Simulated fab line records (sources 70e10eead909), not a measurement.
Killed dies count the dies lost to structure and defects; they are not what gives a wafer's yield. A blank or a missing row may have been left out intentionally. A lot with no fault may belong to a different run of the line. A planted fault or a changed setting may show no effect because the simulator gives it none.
fab line records | flow nand_harc
[record] lots = 11 wafers = 33 last_day = 33
route steps=1302 shown A_CHANNEL_HOLE_D1@479 A_CHANNEL_FILL_D1@494 A_ONON_D2@564 END@1302
lots that met no fault: taken from a fault-free run of the same line
start_h: hours from the record's first day to the start of the lot's first wafer shown | wait_h: time in hours since the lot's previous step | " same as the row above | L1.1+2: a row that stands for several wafers | - either no value or no given start | * or withheld: withheld | < > ~ a bound
route shown NAME@n: names a module that has steps shown in the file, with the first one's number in the route | usual: mean/standard deviation of fault-free wafers | same: alike in all rows | chamber/n: place in a boat | sites: readings site by site | _std_site: the standard deviation of these | _edge_site: outer sites' mean less inner sites' | radius_mm: how far each site lies from the wafer's centre | mask NAME#n: copy n | behind: the last tool/chamber to shape the wafer | hold: the reason the lot was held/the length of the hold in hours/how it ended | device: whichever transistor did not switch (one of n, p or np) | end of line: the same wafers' tests at the end of the route | for a step that has no rows: nothing shown but its recipe | killed: at the first sort, the dies lost to defects and structure; wafer yield is something else | map: the dies of a wafer, with x for killed, . for not killed, _ for no die there
set.NAME: the setting the step ran with; set.NAME@STEP: the setting that earlier step ran with | model.NAME: the simulator's own value behind a step, which no gauge read
the route's steps for a sample of lots (tables are steps, rows are wafers)
services: from which hour (start_h, from the record's first day; less than 0 if before it) a tool's chamber was out of use, for how many hours, and why
[[steps]]
[step NHARC_A_CHANNEL_HOLE_D1_ETCH_33]
[recipe] bias_v = 400 source_w = 2000 pressure_mtorr = 25 time_s = 90 ar_flow_sccm = 375 c4f8_flow_sccm = 41.7 o2_flow_sccm = 83.3 temp_c = -20 target_depth_a = 4000 chemistry = C4F8/O2/Ar
[usual] bias_v = 399/4.4 c4f8_flow_sccm = 41.72/0.12 chamber_pressure_mTorr = 25.002/0.026 drypump_motor_current_A = 5.5/0.41 showerhead_plenum_p_Torr = 3.67/0.12 throttle_valve_pct = 27.620/0.0097
// columns lot.wafer tool chamber start_h wait_h bias_v c4f8_flow_sccm chamber_pressure_mTorr drypump_motor_current_A rf_hours_counter_h showerhead_plenum_p_Torr throttle_valve_pct
L249.3 har_etch-02 1 - - 400 41.55 24.999 5.8 - 3.62 27.632
L249.4 " 0 " " 395 42.09 24.965 5.0 - 3.80 27.627
L249.6 " 1 " " 399 41.66 25.024 5.8 - 3.62 27.627
L248.1 har_etch-01 1 201.43 0.2 402 41.77 24.998 6.1 99 3.77 27.628
L248.4 " 0 " " 397 41.64 25.031 5.2 - 3.55 27.611
L248.5 " 1 " " 393 41.81 24.985 6.1 - 3.77 27.625
L251.1 har_etch-02 1 223.42 0.2 403 41.56 24.989 5.8 324 3.61 27.613
L251.3 " 0 " " 404 41.61 25.016 5.1 - 3.79 27.618
L251.6 " 1 " " 397 41.56 24.977 5.7 - 3.61 27.614
L252.3 har_etch-01 0 234.14 0.2 405 41.66 25.017 5.2 - 3.54 27.615
L252.4 " 1 " " 402 41.51 24.992 6.2 - 3.76 27.622
L252.5 " 1 " " 403 41.71 25.014 6.2 - 3.76 27.612
L255.1 har_etch-02 1 266.25 0.2 399 41.73 25.009 5.8 340 3.60 27.620
L255.3 " 0 " " 399 41.76 25.029 5.1 - 3.78 27.616
L255.5 " 1 " " 406 41.61 25.007 5.8 - 3.60 27.619
L256.1 har_etch-02 1 281.66 0.2 402 41.85 25.026 5.8 351 3.60 27.631
L256.2 " 0 " " 396 41.53 25.024 5.1 351 3.78 27.603
L256.6 " 1 " " 403 41.79 25.014 5.8 - 3.60 27.626
L263.2 har_etch-01 0 346.87 0.2 396 41.65 24.951 5.2 175 3.51 27.620
L263.4 " 0 " " 391 41.58 25.016 5.2 - 3.51 27.602
L263.3 " 1 " " 398 41.39 25.002 6.2 - 3.72 27.619
L266.2 har_etch-01 1 377.93 0.2 392 41.69 24.992 6.1 198 3.71 27.612
L266.4 " 0 " " 397 41.80 25.052 5.2 - 3.50 27.622
L266.5 " 0 " " 400 41.86 24.974 5.2 - 3.50 27.609
L267.4 har_etch-02 1 379.54 0.2 406 41.74 25.016 5.7 - 3.56 27.607
L267.3 " 0 " " 398 41.68 24.992 5.1 - 3.74 27.616
L267.6 " 0 " " 397 41.62 25.006 5.1 - 3.74 27.615
L268.3 har_etch-01 0 412.34 0.2 401 41.96 25.033 5.3 - 3.50 27.624
L268.5 " 0 " " 404 41.82 24.992 5.2 - 3.50 27.613
L268.6 " 1 " " 401 41.91 25.024 6.1 - 3.71 27.612
L270.3 har_etch-02 1 425.32 0.2 395 41.86 25.025 5.7 - 3.97 27.626
L270.4 " 0 " " 403 41.61 25.049 5.1 - 3.73 27.621
L270.5 " 0 " " 402 41.59 25.018 5.1 - 3.73 27.625
[step NHARC_A_CHANNEL_HOLE_D1_ETCH_44]
[recipe] target_depth_a = 1400 overetch_a = 140 time_s = 77 ion_energy_ev = 100 cf4_flow_sccm = 80 o2_flow_sccm = 20 ar_flow_sccm = 0 rf_w = 300 bias_w = 100 chemistry = CF4/O2
[usual] chamber_pressure_mTorr = 30.001/0.027 drypump_motor_current_A = 5.6/0.34 oes_product_au = 1.006/0.016 rf_vpp_V = 197.8/1.2 showerhead_plenum_p_Torr = 1.33/0.05 throttle_valve_pct = 13.397/0.0088
// columns lot.wafer tool chamber start_h wait_h chamber_pressure_mTorr drypump_motor_current_A oes_product_au rf_hours_counter_h rf_vpp_V showerhead_plenum_p_Torr throttle_valve_pct
L249.4 rie_diel-03 2 200.70 0.1 30.018 6.2 1.005 27 196.5 1.28 13.400
L249.3 " 1 " " 29.997 5.7 1.004 26 197.8 1.36 13.391
L249.6 " 2 " " 29.994 6.2 1.011 - 198.1 1.28 13.401
L248.1 rie_diel-04 0 202.16 0.0 29.975 5.5 1.002 1 198.0 1.34 13.384
L248.4 " 2 " " 29.937 5.1 0.984 2 199.3 1.36 13.396
L248.5 " 1 " " 30.010 5.4 1.008 - 198.4 1.37 13.415
L251.3 rie_diel-04 1 224.17 0.1 30.008 5.4 1.015 4 198.6 1.37 13.386
L251.1 " 2 " " 29.954 5.1 0.984 4 198.8 1.36 13.406
L251.6 " 0 " " 29.995 5.5 1.021 - 197.6 1.34 13.394
L252.3 rie_diel-03 0 234.84 0.1 29.952 6.1 1.000 38 196.5 1.25 13.392
L252.4 " 1 " " 30.007 5.7 1.005 37 197.9 1.36 13.397
L252.5 " 2 " " 29.977 6.1 0.983 - 197.7 1.27 13.402
L255.3 rie_diel-04 2 266.98 0.1 29.899 5.1 0.994 7 197.6 1.36 13.392
L255.1 " 3 " " 29.991 5.8 1.022 6 195.8 1.27 13.402
L255.5 " 1 " " 30.020 5.4 1.035 - 199.2 1.37 13.390
L256.1 rie_diel-04 2 282.45 0.1 29.990 5.1 0.983 8 197.6 1.36 13.390
L256.2 " 3 " " 30.010 5.8 1.020 8 195.8 1.27 13.405
L256.6 " 3 " " 30.007 5.8 1.030 - 195.5 1.27 13.398
L263.3 rie_diel-04 2 347.62 0.1 29.999 5.1 0.980 15 196.9 1.36 13.389
L263.4 " 3 " " 29.998 5.8 1.023 15 197.9 1.27 13.383
L263.2 " 1 " " 29.983 5.4 1.023 14 198.1 1.37 13.392
L266.4 rie_diel-04 0 378.68 0.1 30.018 5.5 0.996 1 198.4 1.34 13.395
L266.2 " 3 " " 30.006 5.8 1.018 1 197.2 1.27 13.397
L266.5 " 0 " " 30.015 5.5 0.987 - 198.2 1.34 13.395
L267.4 rie_diel-13 1 380.23 0.0 30.040 5.6 1.012 7 198.0 1.39 13.396
L267.3 " 2 " " 30.045 6.1 0.996 8 198.1 1.42 13.396
L267.6 " 2 " " 29.999 6.1 1.001 - 198.4 1.42 13.396
L268.3 rie_diel-03 2 413.12 0.1 29.992 6.1 0.993 42 195.5 1.26 13.385
L268.5 " 1 " " 29.978 5.7 1.015 - 197.6 1.35 13.401
L268.6 " 2 " " 30.017 6.1 1.001 - 197.1 1.26 13.405
L270.4 rie_diel-04 3 426.00 0.1 30.025 5.8 1.012 5 196.4 1.27 13.414
L270.3 " 0 " " 30.004 5.5 0.994 5 197.5 1.34 13.398
L270.5 " 0 " " 30.013 5.5 1.001 - 197.4 1.34 13.400
[step NHARC_A_CHANNEL_FILL_D1_ALD_14]
[recipe] target_thk_a = 25 pulse_time_s = 10 ald_cycles = 25 temp_c = 300 material = SiO2
[usual] heater_power_w = 468/45 precursor_pulse_height_rel = 1.000/0.02
[same] ald_cycles = 25
// columns lot.wafer tool chamber start_h wait_h heater_power_w precursor_pulse_height_rel
L249.3 ald_hk-02 0 208.85 0.0 453 0.973
L249.4 " 2 " " 436 1.016
L249.6 " 1 " " 472 1.000
L248.1 ald_hk-02 2 209.14 0.3 421 1.008
L248.4 " 3 " " 453 0.996
L248.5 " 0 " " 453 0.973
L251.1 ald_hk-01 0 230.01 0.2 500 0.989
L251.3 " 1 " " 532 0.968
L251.6 " 0 " " 517 0.986
L252.4 ald_hk-02 0 243.54 0.1 469 0.965
L252.3 " 1 " " 475 0.991
L252.5 " 3 " " 444 1.014
L255.1 ald_hk-03 2 275.29 0.1 385 1.007
L255.3 " 3 " " 540 0.990
L255.5 " 0 " " 431 1.003
L256.2 ald_hk-03 0 290.74 0.1 438 1.015
L256.1 " 1 " " 450 0.981
L256.6 " 3 " " 551 0.984
L263.2 ald_hk-01 2 356.79 1.0 462 1.010
L263.3 " 3 " " 427 0.983
L263.4 " 0 " " 532 0.972
L266.4 ald_hk-02 3 386.88 0.0 448 0.989
L266.2 " 2 " " 441 1.009
L266.5 " 3 " " 441 1.015
L267.4 ald_hk-01 0 386.89 0.0 531 0.996
L267.3 " 1 " " 544 0.963
L267.6 " 1 " " 520 1.004
L268.3 ald_hk-01 0 421.41 0.2 551 1.026
L268.5 " 1 " " 539 0.974
L268.6 " 2 " " 470 1.007
L270.4 ald_hk-02 1 434.27 0.0 460 0.989
L270.3 " 2 " " 434 1.005
L270.5 " 1 " " 457 0.994
[step NHARC_A_ONON_D2_DEP_28]
[recipe] target_thk_a = 10000 n2_flow_sccm = 2750 n2o_flow_sccm = 2000 nh3_flow_sccm = 500 sih4_flow_sccm = 210 temp_c = 400
// columns lot.wafer tool chamber start_h wait_h
L248.1+4+5 pecvd_onon-01 0 296.81 0.1
L249.3+4+6 pecvd_onon-02 0 296.95 0.2
L251.1+3+6 pecvd_onon-01 0 323.02 0.1
L252.3+4+5 pecvd_onon-02 0 340.30 0.2
L255.1+3+5 pecvd_onon-01 0 361.69 0.1
L256.1+2+6 pecvd_onon-01 0 389.83 0.1
L263.2+3+4 pecvd_onon-03 0 443.64 0.1
L266.2+4+5 pecvd_onon-01 0 479.48 0.1
L267.3+4+6 pecvd_onon-03 0 479.54 0.2
L268.3+5+6 pecvd_onon-01 0 517.26 0.2
L270.3+4+5 pecvd_onon-01 0 528.94 0.2
[step NHARC_A_ONON_D2_THK_MEAS_30]
[recipe] thk_meas_gauge = ellipsometry
[usual] thk_nm = 1000/7.8
// columns lot.wafer tool chamber start_h wait_h thk_nm
L248.1 film_metro-02 - 297.32 - 998
L248.4 " - " " 999
L248.5 " - " " 999
L249.3 film_metro-02 - 297.35 - 992
L249.4 " - " " 991
L249.6 " - " " 990
L251.1 film_metro-02 - 323.54 - 1001
L251.3 " - " " 999
L251.6 " - " " 999
L252.3 film_metro-02 - 340.70 - 994
L252.4 " - " " 998
L252.5 " - " " 994
L255.1 film_metro-02 - 362.20 - 996
L255.3 " - " " 1823
L255.5 " - " " 995
L256.1 film_metro-02 - 390.34 - 1013
L256.2 " - " " 1840
L256.6 " - " " 1841
L263.2 film_metro-02 - 444.10 - 998
L263.3 " - " " 999
L263.4 " - " " 998
L266.2 film_metro-02 - 479.93 - 1002
L266.4 " - " " 1002
L266.5 " - " " 1000
L267.3 film_metro-02 - 479.94 - 1005
L267.4 " - " " 1005
L267.6 " - " " 1005
L268.3 film_metro-01 - 517.65 - 985
L268.5 " - " " 985
L268.6 " - " " 986
L270.3 film_metro-01 - 529.33 - 994
L270.4 " - " " 994
L270.5 " - " " 993
[step NHARC_END_SORT_01]
[recipe] temp_c = 25
[usual] killed_at_array = 54/21 killed_at_other = 0.9/1.1 killed_at_periphery = 3.5/2.5 killed_dies = 58/21 killed_open = 3.3/1.9 killed_short = 2.6/1.8
[same] gross_dies = 677
// columns lot.wafer tool chamber start_h wait_h killed_at_array killed_at_other killed_at_periphery killed_dies killed_open killed_short
L255.1 prober-01 0 642.49 2.5 86 0 4 90 3 4
L255.3 prober-01 0 644.09 3.1 675 0 2 677 3 3
L255.5 prober-01 0 645.70 3.7 76 1 3 80 2 3
L256.1 prober-02 0 659.93 2.5 55 0 1 56 5 2
L256.2 prober-02 0 660.73 2.8 676 0 1 677 3 3
L256.6 prober-02 0 663.92 4.0 675 0 2 677 6 3
// killed by level:class
L255.1 A_SLIT:chamber_film_flake=29 A_CHANNEL_HOLE_D1:chamber_film_flake=26 A_CHANNEL_HOLE_D2:chamber_film_flake=18 A_CHANNEL_FILL_D1:chamber_film_flake=3 A_STAIRCASE:chamber_film_flake=3 P_STI:chamber_film_flake=2 P_GATE:geometric_particle:open=1 A_ONON_D1:geometric_particle:short=1
L255.3 A_ONON_D2:area_dep=574 A_CHANNEL_HOLE_D1:chamber_film_flake=34 A_CHANNEL_HOLE_D2:chamber_film_flake=32 A_SLIT:chamber_film_flake=24 A_CHANNEL_FILL_D1:chamber_film_flake=4 A_STAIRCASE:chamber_film_flake=2 P_M0:geometric_particle:open=1 P_M2:geometric_particle:open=1
L255.5 A_CHANNEL_HOLE_D1:chamber_film_flake=29 A_CHANNEL_HOLE_D2:chamber_film_flake=20 A_SLIT:chamber_film_flake=18 A_CONTACT:chamber_film_flake=3 A_ZERO_WELL:chamber_film_flake=2 P_M0:geometric_particle:short=1 P_M0:geometric_particle:open=1 P_M2:geometric_particle:open=1
L256.1 A_CHANNEL_HOLE_D1:chamber_film_flake=30 A_CHANNEL_HOLE_D2:chamber_film_flake=11 A_SLIT:chamber_film_flake=3 A_STAIRCASE:chamber_film_flake=2 A_BLC:chamber_film_flake=2 P_M2:geometric_particle:short=1 A_ONON_D1:geometric_particle:short=1 A_ONON_D1:geometric_particle:open=1
L256.2 A_ONON_D2:area_dep=627 A_CHANNEL_HOLE_D1:chamber_film_flake=28 A_CHANNEL_HOLE_D2:chamber_film_flake=9 A_STAIRCASE:chamber_film_flake=2 A_BLC:chamber_film_flake=2 P_STI:geometric_particle:short=1 A_SOURCE_PLATE:geometric_particle:short=1 A_CHANNEL_FILL_D1:geometric_particle:short=1
L256.6 A_ONON_D2:area_dep=620 A_CHANNEL_HOLE_D1:chamber_film_flake=31 A_CHANNEL_HOLE_D2:chamber_film_flake=9 A_ONON_D1:geometric_particle:open=2 A_CHANNEL_HOLE_D1:geometric_particle:short=2 A_CHANNEL_FILL_D1:chamber_film_flake=2 A_STAIRCASE:chamber_film_flake=2 P_CONTACT:geometric_particle:open=1
[[services]]
// columns tool chamber start_h hours kind
rie_diel-04 - 177.90 9.0 pm
pecvd_onon-02 - 185.43 13.0 pm
ald_hk-03 - 212.46 10.0 pm
pecvd_onon-03 - 227.00 13.0 pm
pecvd_onon-01 - 247.75 0.9 repair
rie_diel-13 1 268.90 7.9 repair
pecvd_onon-01 - 269.02 13.0 pm
rie_diel-04 0 282.03 9.4 repair
rie_diel-03 - 284.71 9.0 pm
rie_diel-13 0 292.49 14.5 repair
rie_diel-13 3 293.80 16.0 repair
rie_diel-04 - 299.06 0.3 repair
rie_diel-03 1 336.74 2.4 repair
rie_diel-03 - 339.64 0.6 repair
rie_diel-04 - 354.90 9.0 pm
pecvd_onon-02 - 366.43 13.0 pm
har_etch-02 - 379.67 17.0 pm
rie_diel-04 2 399.18 15.8 repair
pecvd_onon-03 - 408.00 13.0 pm
pecvd_onon-01 - 450.02 13.0 pm
rie_diel-03 - 461.71 9.0 pm
ald_hk-01 - 471.82 2.8 repair
rie_diel-04 1 512.98 1.3 repair
ald_hk-02 - 527.02 10.0 pm
[[key]]
[first_sign] step = NHARC_A_ONON_D2_THK_MEAS_30 reading = thk_nm direction = up sigmas = 99+ usual = 1000 struck = 1835
[effect] step = NHARC_END_SORT_01 reading = killed_at_array direction = up sigmas = 29 usual = 54 struck = 675
[more_kills_born_at] NHARC_A_ONON_D2_DEP_28@pecvd_onon-01 = 1821
met_at NHARC_A_ONON_D2_DEP_28
struck_lots L255,L256
struck_wafers L255.3,L256.2,L256.6
later_rows_left_out L255.3,L256.2,L256.6
tester_left_out L255,L256
not_acting_at NHARC_A_CHANNEL_HOLE_D1_ETCH_33,NHARC_A_CHANNEL_HOLE_D1_ETCH_44,NHARC_A_CHANNEL_FILL_D1_ALD_14
onset_between 323.02 361.69
[fault] kind = process_parameter_drift tool = pecvd_onon-01 chamber = - onset_h = 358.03 steps = NHARC_A_ONON_D2_DEP_28 channel = target_thk_a offset = * shape = step end_h = 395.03 scope = struck_wafers_only acts_in = * stated = *
// tester_left_out: of these lots the tester's yield and bins aren't shown, on N5 and GAA mostly nor the transistor test; their killed dies are dies lost to structure and defects alone, not to doping, threshold or leakage, so they don't give the yield
// later_rows_left_out: the simulator's readings of these wafers behind a module that went badly wrong aren't trusted and aren't shown, but for the sort
